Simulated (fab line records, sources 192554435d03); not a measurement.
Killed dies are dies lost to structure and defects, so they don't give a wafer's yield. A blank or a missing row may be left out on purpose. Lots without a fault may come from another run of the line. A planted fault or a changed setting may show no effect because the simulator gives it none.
Split-lot experiment | flow n5_finfet | 7 lots, 21 wafers read, on a route of 1938 steps

THE SPLIT
At N5_MOL_CONTACT_COAG_COAT_104 (time 60 s, resist thk 12 nm), the setting spin_rpm was moved away from the recipe's 1500 rpm on 3 of the 21 wafers read, by -10.7% to +8.1%. The other wafers ran this setting at the recipe's value.

FROM THE SPLIT TO THE READING: what the file shows between them, 4 steps
- N5_MOL_CONTACT_COAG_COAT_58: time 60 s, resist thk 10 nm
- N5_MOL_CONTACT_COAG_COAT_02: resist thk 30 nm
- N5_MOL_CONTACT_COAG_DESCUM_13: chemistry O2, time 7 s
- N5_MOL_CONTACT_COAG_ETCH_59: etches underlayer in N2/H2, target depth 13 nm, time 10.4 s

THE READING
etch.depth_nm (the simulator's own value, which no gauge read), in nm, at N5_MOL_CONTACT_COAG_ETCH_105 (etches SiARC in CF4, target depth 15.6 nm, time 26 s). The file gives no usual value for it. The 18 wafers here that ran the recipe average 12.00 nm, standard deviation 0.046 nm.

wafer  | tool, chamber at the split | spin_rpm as run, rpm | against the recipe | etch.depth_nm, nm | against lot-mates on the recipe
L077.2 | litho_track-03, 0          | 1500                 | recipe             | 11.95             | -
L077.5 | litho_track-03, 0          | 1500                 | recipe             | 11.97             | -
L077.6 | litho_track-03, 0          | 1500                 | recipe             | 11.98             | -
L080.2 | litho_track-03, 0          | 1340                 | -10.7%             | 12.66             | +0.73
L080.3 | litho_track-03, 0          | 1500                 | recipe             | 11.91             | -
L080.5 | litho_track-03, 0          | 1500                 | recipe             | 11.94             | -
L085.2 | litho_track-03, 0          | 1500                 | recipe             | 12.07             | -
L085.3 | litho_track-03, 0          | 1500                 | recipe             | 12.04             | -
L085.5 | litho_track-03, 0          | 1500                 | recipe             | 11.99             | -
L090.2 | litho_track-02, 0          | 1500                 | recipe             | 12.04             | -
L090.4 | litho_track-02, 0          | 1500                 | recipe             | 12.07             | -
L090.6 | litho_track-02, 0          | 1500                 | recipe             | 12.06             | -
L093.1 | litho_track-02, 0          | 1500                 | recipe             | 11.94             | -
L093.5 | litho_track-02, 0          | 1622                 | +8.1%              | 11.51             | -0.45
L093.6 | litho_track-02, 0          | 1500                 | recipe             | 11.97             | -
L096.3 | litho_track-01, 0          | 1427                 | -4.9%              | 12.31             | +0.31
L096.4 | litho_track-01, 0          | 1500                 | recipe             | 12.02             | -
L096.6 | litho_track-01, 0          | 1500                 | recipe             | 11.98             | -
L097.3 | litho_track-03, 0          | 1500                 | recipe             | 12.01             | -
L097.5 | litho_track-03, 0          | 1500                 | recipe             | 12.03             | -
L097.6 | litho_track-03, 0          | 1500                 | recipe             | 12.02             | -

THE FIT
A straight line over all 21 wafers: etch.depth_nm changes by -0.0615 nm for each +1% of spin_rpm; r = -0.98; the points scatter about the line by 0.045 nm.
The same after taking each lot's own level away (the mean of its wafers on the recipe; 21 wafers): -0.0635 nm for each +1%; r = -0.99; scatter 0.027 nm.
On that fit, the largest move of spin_rpm shifts the reading by 0.68 nm.
The lots' own levels span 11.925 to 12.057 nm, that is 2.8 times the standard deviation above.
So the lot-to-lot level changes the slope little: the two slopes agree.
Check: with one of the wafers moved furthest among these (-10.7%) left out of the fit, the line predicts +0.612 nm for it against its lot-mates. It came out at +0.735 nm against them.

OTHER SPLITS ON THESE WAFERS
These wafers also went through other splits before the reading. Each is held against what the fit with the lots' levels taken away leaves over:
other split on the same wafers | wafers away from the commonest value | r with etch.depth_nm (lot level and that fit taken away)
N5_SD_EPI_N_EXPOSE_06 dose_mj  | 7                                    | -0.09
N5_SDB_COAT_03 spin_rpm        | 7                                    | +0.27
N5_SDB_ETCH_17 bias_w          | 11                                   | +0.25
N5_HKMG_FIN_DESCUM_53 time_s   | 5                                    | +0.10
N5_HKMG_FIN_ETCH_54 source_w   | 8                                    | -0.25
N5_GATE_CUT_ALD_22 ald_cycles  | 5                                    | +0.06

THE WHOLE CHAIN: every reading that the file lists as answering this split, in the file's order
step                         | what it does                                         | reading                                                                                    | change (the file's fit)                | r (the file's)
N5_MOL_CONTACT_COAG_COAT_104 | time 60 s, resist thk 12 nm                          | SiARC_of_MOL_CONTACT_COAG_COAT_104.thk_nm (the simulator's own value, which no gauge read) | -0.057 nm for each +1% of the setting  | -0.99
N5_MOL_CONTACT_COAG_ETCH_105 | etches SiARC in CF4, target depth 15.6 nm, time 26 s | etch.depth_nm (the simulator's own value, which no gauge read)                             | -0.0642 nm for each +1% of the setting | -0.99

THE FILE'S OWN FIT
etch.depth_nm changes by -0.0642 nm for each +1% of spin_rpm, r = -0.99.
